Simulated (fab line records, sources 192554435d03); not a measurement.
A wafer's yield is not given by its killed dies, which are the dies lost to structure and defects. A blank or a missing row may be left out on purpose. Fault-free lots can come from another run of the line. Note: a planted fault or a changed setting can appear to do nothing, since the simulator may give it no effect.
Split-lot experiment | flow n5-finfet | 21 wafers read across 7 lots, on a route 1938 steps long

ON THE SPLIT
At N5_FIN_SAQP_SPACER1_ALD_24 (deposits SiO2, target thk 20.3 nm, pulse time 1 s, purge time 2 s), the setting ald-cycles was moved away from the recipe's 218 on 7 of the 21 wafers read, by -12.4% to +12.4%. This setting was run at the recipe's value on the other wafers.

FROM THE SPLIT TO THE READING: what the file shows between them, 2 steps
- N5_FIN_SAQP_SPACER1_ETCHBACK_25: etches SiO2 in CHF3/O2, target depth 24.4 nm, time 12.2 s
- N5_FIN_SAQP_MANDREL1_REMOVE_56: chemistry HBr/Cl2/O2, target a-Si, stops on SiNx, bt time 10 s

THE READING
At N5_FIN_SAQP_CD_MEAS_27: cd-nm in nanometres, against a target cd of 20 nm. On this fab line, fault-free wafers typically give 20.36 nm with a standard deviation of 0.23 nm.

wafer  | tool, chamber at the split | ald-cycles as run | against the recipe | cd-nm, nm | against lot-mates on the recipe
L077.1 | ald-sin-03, 2              | 218               | recipe             | 20.76     | -
L077.5 | ald-sin-03, 1              | 191               | -12.4%             | 17.44     | -3.05
L077.6 | ald-sin-03, 0              | 218               | recipe             | 20.23     | -
L084.2 | ald-sin-03, 3              | 228               | +4.6%              | 21.15     | +1.02
L084.5 | ald-sin-03, 1              | 218               | recipe             | 20.32     | -
L084.6 | ald-sin-03, 0              | 218               | recipe             | 19.94     | -
L086.2 | ald-sin-01, 0,1,2          | 218               | recipe             | 20.26     | -
L086.5 | ald-sin-01, 0,1,2          | 218               | recipe             | 20.28     | -
L086.6 | ald-sin-01, 0,1,2          | 218               | recipe             | 20.07     | -
L087.1 | ald-sin-03, 0,1            | 218               | recipe             | 20.39     | -
L087.3 | ald-sin-03, 0,1            | 218               | recipe             | 20.25     | -
L087.4 | ald-sin-03, 2              | 192               | -11.9%             | 18.19     | -2.13
L090.1 | ald-sin-01, 1              | 218               | recipe             | 20.19     | -
L090.3 | ald-sin-01, 3              | 218               | recipe             | 20.29     | -
L090.4 | ald-sin-01, 0              | 202               | -7.3%              | 18.57     | -1.67
L094.2 | ald-sin-03, 3              | 245               | +12.4%             | 23.16     | +2.82
L094.4 | ald-sin-03, 0              | 218               | recipe             | 20.34     | -
L094.5 | ald-sin-03, 1              | 245               | +12.4%             | 22.81     | +2.47
L096.2 | ald-sin-01, 0,1            | 218               | recipe             | 20.19     | -
L096.5 | ald-sin-01, 0,1            | 218               | recipe             | 20.50     | -
L096.6 | ald-sin-01, 2              | 233               | +6.9%              | 21.96     | +1.62
If several chambers appear in one row, that row covers several wafers at once and the file leaves open which wafer was in which chamber.

THE FIT
A straight line over all 21 wafers: cd-nm changes by +0.214 nm for each +1% of ald-cycles; r = +0.99; the points scatter about the line by 0.21 nm.
The same after taking each lot's own level away (the mean of its wafers on the recipe; 21 wafers): +0.216 nm for each +1%; r = +0.99; scatter 0.2 nm.
On that fit, the largest move of ald-cycles shifts the reading by 2.7 nm.
The lots' own levels span 20.130 to 20.495 nm, that is 1.6 times the standard deviation above.
The two slopes are in agreement: the lot-to-lot level therefore moves the slope only a little.
Check: -2.54 nm against its lot-mates is what the line predicts for one of the wafers moved furthest among these (-12.4%) when that wafer is left out of the fit. It came out at -3.05 nm against them.

THESE WAFERS: OTHER SPLITS
Note: prior to the reading, these wafers also went through further splits. Each is held against what the fit with the lots' levels taken away leaves over:
other split on the same wafers | wafers away from the commonest value | r with cd-nm (lot level and that fit taken away)
N5_WELL_APT_COAT_02 spin-rpm   | 6                                    | +0.10
N5_WELL_APT_EXPOSE_05 dose-mj  | 8                                    | -0.40
N5_WELL_APT_EXPOSE_22 dose-mj  | 6                                    | +0.15
N5_WELL_APT_DESCUM_30 time-s   | 8                                    | +0.13

THE WHOLE CHAIN: every reading that the file lists as answering this split, in the file's order
step                           | what it does                                                      | reading                                                                                 | change (the file's fit)               | r (the file's)
N5_FIN_SAQP_SPACER1_ALD_24     | deposits SiO2, target thk 20.3 nm, pulse time 1 s, purge time 2 s | SiO2_of_FIN_SAQP_SPACER1_ALD_24.thk-nm (the simulator's own value, which no gauge read) | +0.208 nm for each +1% of the setting | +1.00
N5_FIN_SAQP_MANDREL1_REMOVE_56 | chemistry HBr/Cl2/O2, target a-Si, stops on SiNx, bt time 10 s    | FIN_SAQP.cd-nm (the simulator's own value, which no gauge read)                         | +0.204 nm for each +1% of the setting | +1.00
N5_FIN_SAQP_CD_MEAS_27         | target cd 20 nm                                                   | cd-nm                                                                                   | +0.217 nm for each +1% of the setting | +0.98

FILE'S OWN FIT
cd-nm changes by +0.217 nm for each +1% of ald-cycles, r = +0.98.
